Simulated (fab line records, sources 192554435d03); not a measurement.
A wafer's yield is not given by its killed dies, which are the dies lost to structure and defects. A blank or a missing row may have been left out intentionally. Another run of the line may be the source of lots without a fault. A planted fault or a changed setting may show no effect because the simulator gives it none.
Struck lot and sound lot, side by side ; flow n5-finfet ; 37 out of 1938 route steps
Sound: wafers L998.1, L998.4, L998.5. Struck: wafer L104.4 (L104.2, L104.6, from the same lot, were not struck and are left out); the cause is given at the end.
Each step with rows lists, per side, the tool, then ch with its chambers, then its first start. Under that, the readings that differ: sound wafers ; struck wafers ; difference of the means ; sigmas: that difference in standard deviations of wafers without a fault.
alike: same words and numbers on both sides, and readings whose means sit less than 2 such deviations apart. not compared: any withheld reading, any reading some wafer has no value for, any bound like >300 that may hide the same value, and any number with overlapping values for which the record gives no deviation.
Wherever a step has rows on one side only, a row that says differs or no value, or a row with sigmas, the two part there. When numbers do not overlap yet have no deviation, they are printed without sigmas and do not part them. A reading missing from all wafers of one side parts the sides only when that side holds two or more wafers.

first, 9 steps without rows for these wafers: N5_WELL_APT_DESCUM_30 (chemistry O2, time 7.9 s); N5_WELL_APT_IMPLANT_31; N5_WELL_APT_IMPLANT_32; N5_WELL_APT_STRIP_33 (strips in SPM, time 900 s); N5_WELL_APT_RTA_34 (time 10 s); N5_WELL_APT_OXIDE_STRIP_42 (strips SiO2 in dHF, time 45 s, target depth 12 nm); N5_WELL_APT_PRECLEAN_36 (cleans in O3/DIW, time 45 s); N5_WELL_APT_PRECLEAN_39 (cleans in dHF, time 60 s); N5_WELL_APT_SRD_37 (time 30 s).
N5_WELL_APT_EPI_41: deposits Si from SiH4/H2, target thk 50 nm, time 297.7 s.
  sound on epi-rpcvd-03 ch 0, day 2 10:05; struck on epi-rpcvd-03 ch 0, day 3 22:31
reading;sound;struck;difference;sigmas
model.Si_of_WELL_APT_EPI_41.thk-nm (nm);49.74 49.19 49.81;59.18;+9.60;
  alike: throttle-valve-pct
then, 24 steps without rows for these wafers: N5_PMOS_HMC_CHANNEL_EPI_HM_DEP_34 (deposits SiO2 from TEOS/O2, target thk 36 nm, time 6.9 s); N5_PMOS_HMC_CHANNEL_EPI_COAT_31 (time 60 s, resist thk 66 nm); N5_PMOS_HMC_CHANNEL_EPI_COAT_03 (resist thk 205 nm); N5_PMOS_HMC_CHANNEL_EPI_EBR_05; N5_PMOS_HMC_CHANNEL_EPI_SOFTBAKE_04 (time 60 s); N5_PMOS_HMC_CHANNEL_EPI_EXPOSE_06 (exposes mask PMOS HMC BLK, target cd 240 nm); N5_PMOS_HMC_CHANNEL_EPI_PEB_07 (peb time 60 s); N5_PMOS_HMC_CHANNEL_EPI_DEVELOP_08 (develop time 30 s); N5_PMOS_HMC_CHANNEL_EPI_DESCUM_14 (chemistry O2, time 7.9 s); N5_PMOS_HMC_CHANNEL_EPI_ETCH_32 (etches BARC in N2/H2, stops on SiO2, target depth 85.8 nm, time 50.3 s); N5_PMOS_HMC_CHANNEL_EPI_HM_OPEN_15 (chemistry CHF3/O2, target SiO2, target depth 40.6 nm, time 20.3 s); N5_PMOS_HMC_CHANNEL_EPI_STRIP_33 (strips in N2/H2); N5_PMOS_HMC_CHANNEL_EPI_STRIP_17 (strips in SPM, time 750 s); N5_PMOS_HMC_CHANNEL_EPI_ETCH_38 (etches SiO2 in CF4, target depth 1.5 nm); N5_PMOS_HMC_CHANNEL_EPI_FIN_RECESS_16 (chemistry HBr/Cl2, target Si, target depth 54 nm, time 18 s); N5_PMOS_HMC_CHANNEL_EPI_PRECLEAN_36 (cleans in O3/DIW, time 45 s); N5_PMOS_HMC_CHANNEL_EPI_PRECLEAN_18 (cleans in DHF, time 30 s); N5_PMOS_HMC_CHANNEL_EPI_SRD_19 (time 30 s); N5_PMOS_HMC_CHANNEL_EPI_EPI_20 (deposits SiGe30, target thk 59 nm); N5_PMOS_HMC_CHANNEL_EPI_HM_STRIP_35 (strips SiO2 in dHF, material SiO2, target depth 39.6 nm, time 216 s); N5_PMOS_HMC_CHANNEL_EPI_SRD_39 (time 30 s); N5_PMOS_HMC_CHANNEL_EPI_CMP_21 (polishes SiGe30, target thk 54 nm); N5_PMOS_HMC_CHANNEL_EPI_PRECLEAN_40 (cleans in DHF, time 30 s); N5_PMOS_HMC_CHANNEL_EPI_PRECLEAN_37 (cleans in O3/DIW, time 45 s).
N5_SD_EPI_N_STRIP_18: strips in SPM, time 750 s.
  sound on wet-bench-01 ch 0,4,6, day 3 19:14; struck on wet-bench-05 ch 2, day 5 08:00
reading;sound;struck;difference;sigmas
model.Si_of_WELL_APT_EPI_41.thk-nm (nm);8.8 8.6 9.2;17.8;+8.9;
  alike: bath-guard-temp-C
-- here the record skips 5 days between the struck wafers' starts before and after, leaving off in module SD_EPI_N and picking up in module BEOL_M4 (first step shown: number 1111 of the route) --
N5_BEOL_M4_RC_MEAS_101:
  sound on prober-01 ch 0, day 8 17:28; struck on prober-02 ch 0, day 10 03:08
reading;sound;struck;difference;sigmas
CJ_N;4.31 4.29 4.27;3.04;-1.25;-15
CJ_P;5.91 5.59 6.06;5.03;-0.82;-5
IOFF_N (nA/um);0.220 0.125 0.171;0.246;+0.074;+3
ION_N (uA/um);676 649 670;691;+26;+2
RS_PWELL (ohm/sq);3036 3033 3043;2840;-197;-10
  alike: DIBL_N, DIBL_P, IOFF_P, ION_P, SS_N, SS_P, VT_N, VT_P
-- the record jumps here: 5 days lie between the struck wafers' starts before and after (it left off in module BEOL_M4 and takes up again in module PASSIVATION, whose first step shown is number 1936 of the route) --
N5_PASSIVATION_PROBE_49:
  sound: prober-01 at day 12 23:40; struck: prober-02 at day 15 00:29
reading;sound;struck;difference;sigmas
defect-limited-yield (%);90.6 84.9 89.5;92.5;+4.2;+2
killed-at-front-end;50 90 48;23;-40;-3
killed-dies;111 178 124;88;-50;-2
killed-open;74 125 90;62;-34;-2
sort_bin_4_leakage (%);0 0 0;0.08;+0.08;
sort_bin_5_function (%);5.9 8.6 6.7;4.4;-2.7;-2
sort-n-pass;1069 1002 1056;1091;+49;+2
sort-yield-pct (%);90.6 84.9 89.5;92.5;+4.2;+2
  alike: killed_at_M0_to_M3, killed_at_M4_up, killed-at-contacts, killed-at-other, killed-short, sort_bin_6_memory, sort_bin_8_speed

WHERE THEY PART
First at N5_BEOL_M4_RC_MEAS_101; last, within this record, at N5_PASSIVATION_PROBE_49.

WHY: what the simulator had put in
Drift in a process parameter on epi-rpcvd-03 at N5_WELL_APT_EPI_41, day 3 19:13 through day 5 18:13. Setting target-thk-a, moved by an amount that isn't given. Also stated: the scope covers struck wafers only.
